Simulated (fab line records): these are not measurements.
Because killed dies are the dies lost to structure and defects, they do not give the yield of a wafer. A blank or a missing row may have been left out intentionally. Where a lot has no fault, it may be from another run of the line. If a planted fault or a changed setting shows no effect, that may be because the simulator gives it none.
Chamber matching | flow n5Finfet | rieDiel-01 running N5_BEOL_M3_VIA_ETCH_34: 4 sister chambers
The step etches the open film in C4F6/O2, target depth 69.4 nm, time 65.9 s. 22 wafers are shown with their chamber, then 11 later ones without.

## EACH WAFER AND ITS CHAMBER
wafer  | chamber | showerheadPlenumPTorr (Torr) | throttleValvePct (%) | rfVppV (V)
L075.3 | 2       | 2.92                         | 30.80                | 674
L075.4 | 1       | 3.01                         | 30.48                | 659
L075.6 | 2       | 2.92                         | 30.81                | 674
L077.4 | 2       | 2.92                         | 30.81                | 674
L077.5 | 3       | 2.76                         | 30.49                | 666
L077.6 | 2       | 2.92                         | 30.82                | 673
L076.3 | 0       | 2.95                         | 30.64                | 670
L076.4 | 2       | 2.92                         | 30.79                | 673
L076.6 | 1       | 3.01                         | 30.49                | 658
L078.2 | 3       | 2.76                         | 30.48                | 666
L078.4 | 2       | 2.92                         | 30.82                | 673
L078.5 | 2       | 2.92                         | 30.80                | 673
L079.2 | 0       | 2.95                         | 30.65                | 669
L079.3 | 2       | 2.92                         | 30.81                | 673
L079.5 | 0       | 2.95                         | 30.62                | 668
L084.2 | 2       | 2.92                         | 30.81                | 673
L084.4 | 0       | 2.94                         | 30.63                | 669
L084.6 | 2       | 2.92                         | 30.82                | 673
L091.1 | 1       | 2.99                         | 30.52                | 658
L091.2 | 3       | 2.75                         | 30.52                | 667
L091.4 | 3       | 2.75                         | 30.51                | 665
L092.2 | 3       | 2.75                         | 30.51                | 666

SIGNATURES, as means of the wafers listed above
reading               | chamber 0 | chamber 1 | chamber 2 | chamber 3 | scatter within a chamber
showerheadPlenumPTorr | 2.9475    | 3.0033    | 2.9200    | 2.7540    | 0.00506
throttleValvePct      | 30.6350   | 30.4967   | 30.8090   | 30.5020   | 0.0136
rfVppV                | 669.00    | 658.33    | 673.30    | 666.00    | 0.613
Rule: for each reading, subtract the chamber's mean from the wafer's reading, divide by that reading's scatter and square the result; add these up over the readings and take the root, which gives the wafer's distance from the chamber. The wafer belongs to the nearest chamber; if the next one is less than 2 further off, it can't be placed. The scatter is the square root of a quotient: the sum, over the shown wafers, of each reading's squared deviation from its chamber's mean, divided by wafers minus chambers.

## WAFERS WITH NO CHAMBER GIVEN
wafer  | showerheadPlenumPTorr (Torr) | throttleValvePct (%) | rfVppV (V)
L092.4 | 2.94                         | 30.65                | 667
L092.5 | 2.99                         | 30.52                | 657
L094.1 | 2.75                         | 30.51                | 667
L094.2 | 2.94                         | 30.66                | 667
L094.3 | 2.99                         | 30.53                | 659
L096.3 | 2.93                         | 30.68                | 668
L096.4 | 2.99                         | 30.52                | 658
L096.5 | 2.93                         | 30.65                | 668
L097.4 | 2.93                         | 30.69                | 667
L097.5 | 2.93                         | 30.68                | 671
L097.6 | 2.98                         | 30.54                | 659

## WHICH CHAMBER EACH ONE RAN IN
wafer  | from the rows above | in truth
L092.4 | 0                   | 0
L092.5 | 1                   | 1
L094.1 | 3                   | 3
L094.2 | 0                   | 0
L094.3 | 1                   | 1
L096.3 | 0                   | 0
L096.4 | 1                   | 1
L096.5 | 0                   | 0
L097.4 | 0                   | 0
L097.5 | 0                   | 0
L097.6 | 1                   | 1
Correctly placed: 11 of 11. From these rows, 0 cannot be placed. 0 placed wrongly.
